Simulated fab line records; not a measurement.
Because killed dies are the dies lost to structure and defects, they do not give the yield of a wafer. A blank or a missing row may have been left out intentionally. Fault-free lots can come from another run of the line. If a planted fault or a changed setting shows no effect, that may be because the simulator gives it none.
The tool behind it: which one? | flow n5-finfet | 36 wafers from 12 lots sampled at 2 of the route's 1938 steps

WHAT THE GAUGES SHOWED, per wafer
N5_BEOL_M5_INSPECT_58: inspects for defects (darkfield).
lot  | measured     | on                | raw-defect-count
L074 | day 8 18:38  | defect-inspect-01 | 77 69 68
L077 | day 9 13:28  | defect-inspect-02 | 73 39 59
L078 | day 9 18:49  | defect-inspect-01 | 60 66 76
L082 | day 10 12:02 | defect-inspect-01 | 30 76 63
L084 | day 10 16:54 | defect-inspect-01 | 112 96 66
L085 | day 11 10:45 | defect-inspect-01 | 53 47 57
L087 | day 12 01:47 | defect-inspect-01 | 76 86 73
L089 | day 12 12:06 | defect-inspect-01 | 68 42 72
L091 | day 13 04:26 | defect-inspect-02 | 41 48 69
L093 | day 13 14:22 | defect-inspect-01 | 58 56 35
L097 | day 14 10:57 | defect-inspect-02 | 63 42 27
L096 | day 14 12:54 | defect-inspect-02 | 62 76 57

EACH LOT AND THE TOOL THAT RAN IT (in order: tool; ch and the chambers of the sampled wafers; start)
lot  | N5_BEOL_M5_ANNEAL_49
L074 | pvd-sputter-03, day 8 13:12
L077 | pvd-sputter-01, day 9 05:46
L078 | pvd-sputter-03, day 9 11:53
L082 | pvd-sputter-02, day 10 06:34
L084 | pvd-sputter-01, day 10 11:34
L085 | pvd-sputter-01, day 11 05:00
L087 | pvd-sputter-03, day 11 20:14
L089 | pvd-sputter-01, day 12 06:35
L091 | pvd-sputter-02, day 12 22:51
L093 | pvd-sputter-03, day 13 05:17
L097 | pvd-sputter-03, day 14 01:29
L096 | pvd-sputter-01, day 14 07:00
- N5_BEOL_M5_ANNEAL_49: time 1800 s.

THE ANSWER, worked out from the rows above alone
Rule: what is usual is taken from the lots themselves. Put in order of their means at a reading, lots are off if they are a third of the lots or fewer, leave a main group of 4 or more, and stand apart from it by a gap of 3 or more times the standard deviation of the main group's means; of several such gaps the widest counts. Not used: any main group whose means are identical at the precision the tables above print for the reading. A lot without any number at a reading at which 4 lots or more have one is off too. Any other lot the step has rows for is counted as sound.
Nothing can be told from this: no lot is off at any reading shown.

WHAT THE SIMULATOR HAD PUT IN
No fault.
